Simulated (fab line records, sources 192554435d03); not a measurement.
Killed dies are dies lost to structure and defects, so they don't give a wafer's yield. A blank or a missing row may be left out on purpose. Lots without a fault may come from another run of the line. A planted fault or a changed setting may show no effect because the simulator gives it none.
A struck lot beside a sound one | flow n5_finfet | 30 steps out of a route of 1938
Sound: wafers L360.2, L360.5, L360.6. Struck: wafers L353.2, L353.4, L353.5. The cause comes at the end.
At each step with rows: each side's tool, then ch and its chambers, then its first start. Under that, the readings that differ: sound wafers | struck wafers | difference of the means | sigmas: that difference in standard deviations of wafers without a fault.
alike: readings whose means differ by less than 2 such deviations, and words and numbers that are the same on both sides. not compared: withheld readings, readings that some wafer has no value for, bounds like >300 that may hide the same value, and numbers for which the record gives no deviation and whose values overlap.
The two part at a step that has a row with sigmas, a row that says differs or no value, or rows on one side only. Numbers that don't overlap but have no deviation are shown without sigmas and don't part them. A reading that every wafer of one side lacks parts them only if that side has two wafers or more.

first, 11 steps without rows for these wafers: N5_FIN_SAQP_DESCUM_21 (chemistry O2, time 7.9 s); N5_FIN_SAQP_ETCH_51 (etches SiARC in CF4, target depth 45.5 nm, time 75.8 s); N5_FIN_SAQP_ETCH_52 (etches SOC in N2/H2, target depth 100 nm, overetch 20 nm, time 150 s); N5_FIN_SAQP_STRIP_53 (strips in N2/H2); N5_FIN_SAQP_HM_OPEN_73 (chemistry CHF3/O2, target SiO2, stops on a-Si, target depth 12 nm, time 16.8 s); N5_FIN_SAQP_STRIP_74 (strips in CHF3/O2); N5_FIN_SAQP_MANDREL_ETCH_22 (etches a-Si in HBr/Cl2, stops on SiNx, target depth 60 nm, bt time 10 s, time 30 s); N5_FIN_SAQP_STRIP_55 (strips in N2/H2); N5_FIN_SAQP_STRIP_23 (strips in SPM, time 750 s); N5_FIN_SAQP_SRD_66 (time 30 s); N5_FIN_SAQP_RECESS_75 (chemistry HF/NH3, target SiO2, target depth 14.4 nm, afs cycles 3, sublimation time 60 s).
N5_FIN_SAQP_SPACER1_ALD_24: deposits SiO2, target thk 20.3 nm, pulse time 1 s, purge time 2 s.
  sound on ald_sin-02 ch 2,3, day 7 10:34; struck on ald_sin-02 ch 0,2,3, day 5 16:39
  no value came back on the struck wafers for ald_cycles, chamber_pressure_Torr (Torr), heater_power_w (W), precursor_pulse_height_rel; on the sound wafers ald_cycles reads 218 218 218
then, 1 step without rows for these wafers: N5_FIN_SAQP_SPACER1_ETCHBACK_25 (etches SiO2 in CHF3/O2, target depth 24.4 nm, time 12.2 s).
N5_FIN_SAQP_MANDREL1_REMOVE_56: chemistry HBr/Cl2/O2, target a-Si, stops on SiNx, bt time 10 s.
  sound on rie_si-04 ch 1,2, day 7 11:28; struck on rie_si-01 ch 0,2,3, day 5 17:27
  reading                   | sound          | struck       | difference | sigmas
  model.FIN_SAQP.cd_nm (nm) | 20.4 20.4 20.4 | 34.8 34.4 35 | +14.3      |
  alike: drypump_motor_current_A, mfc_cl2_sccm, oes_product_au, throttle_valve_pct
  not compared: rf_hours_counter_h
N5_FIN_SAQP_CD_MEAS_27: target cd 20 nm.
  sound on cd_sem-02 ch 0, day 7 11:34; struck on cd_sem-03 ch 0, day 5 17:34
  reading    | sound             | struck | difference                    | sigmas
  cd_nm (nm) | 20.70 20.60 20.63 | - - -  | no value on the struck wafers |
then, 11 steps without rows for these wafers: N5_FIN_SAQP_ETCH_57 (etches SiNx in CH3F/O2, target depth 32.5 nm, time 46.4 s); N5_FIN_SAQP_ETCH_65 (etches SiO2 in CF4, target depth 4 nm, time 4.4 s); N5_FIN_SAQP_MANDREL_ETCH_58 (etches a-Si in HBr/Cl2, stops on SiNx, target depth 45 nm, bt time 10 s, time 27 s); N5_FIN_SAQP_RECESS_63 (chemistry HF/NH3, target SiO2, target depth 18 nm, afs cycles 3, sublimation time 60 s); N5_FIN_SAQP_COAT_68 (time 60 s, resist thk 100 nm); N5_FIN_SAQP_ETCH_69 (etches SOC in N2/H2, stops on SiNx, target depth 150 nm); N5_FIN_SAQP_ETCH_67 (etches SiNx in CH3F/O2, target depth 30 nm); N5_FIN_SAQP_STRIP_70 (strips in N2/H2); N5_FIN_SAQP_RECESS_71 (chemistry HF/NH3, target SiO2, target depth 3 nm, afs cycles 1, sublimation time 60 s); N5_FIN_SAQP_SPACER2_ALD_28 (deposits SiO2, target thk 8.1 nm, pulse time 1 s, purge time 2 s); N5_FIN_SAQP_SPACER2_ETCHBACK_29 (etches SiO2 in CHF3/O2, target depth 12.2 nm, time 6.1 s).
N5_FIN_SAQP_MANDREL2_REMOVE_60: chemistry HBr/Cl2/O2, target a-Si, stops on SiNx, bt time 10 s.
  sound on rie_si-04 ch 0,2, day 7 13:02; struck on rie_si-01 ch 0,1, day 5 19:00
  reading                   | sound   | struck         | difference | sigmas
  model.FIN_SAQP.cd_nm (nm) | 8.2 8 8 | 34.6 34.2 34.8 | +26.5      |
  alike: drypump_motor_current_A, mfc_cl2_sccm, oes_product_au, throttle_valve_pct
  not compared: rf_hours_counter_h
N5_FIN_SAQP_CD_MEAS_31: target cd 8 nm.
  sound on cd_sem-03 ch 0, day 7 13:09; struck on cd_sem-02 ch 0, day 5 19:07
  reading    | sound          | struck | difference                    | sigmas
  cd_nm (nm) | 8.24 8.11 8.15 | - - -  | no value on the struck wafers |
N5_BEOL_M4_RC_MEAS_101:
  the record has rows for the sound wafers here (prober-01 ch 0, day 15 06:55) and none for the struck ones
-- the record jumps here: 12 days lie between the struck wafers' starts before and after (it left off in module BEOL_M4 and takes up again in module PASSIVATION, whose first step shown is number 1936 of the route) --
N5_PASSIVATION_PROBE_49:
  sound on prober-01, day 20 03:07; struck on prober-02, day 17 07:25
  reading                  | sound          | struck         | difference | sigmas
  defect_limited_yield (%) | 92.6 92.8 92.0 | 0 0 0          | -92        | -66
  killed_at_M0_to_M3       | 34 37 19       | 3 11 9         | -22        | -2
  killed_at_front_end      | 22 23 49       | 1173 1164 1168 | +1137      | +95
  killed_dies              | 87 85 94       | 1180 1180 1180 | +1091      | +68
  killed_on_rim            | 15 15 6        | 152 152 152    | +140       | +33
  killed_open              | 59 47 64       | 10 14 8        | -46        | -4
  killed_short             | 27 36 30       | 8 10 6         | -23        | -3
  sort_bin_5_function (%)  | 3.7 3.6 4.9    | 75.8 73.1 71.9 | +69.5      | +77
  sort_n_pass              | 1093 1095 1086 | 0 0 0          | -1091      | -64
  sort_yield_pct (%)       | 92.6 92.8 92.0 | 0 0 0          | -92        | -66
  alike: killed_at_M4_up, killed_at_contacts, killed_at_other, sort_bin_6_memory

WHERE THEY PART
First at N5_FIN_SAQP_SPACER1_ALD_24; last, within this record, at N5_PASSIVATION_PROBE_49.

WHY: what the simulator had put in
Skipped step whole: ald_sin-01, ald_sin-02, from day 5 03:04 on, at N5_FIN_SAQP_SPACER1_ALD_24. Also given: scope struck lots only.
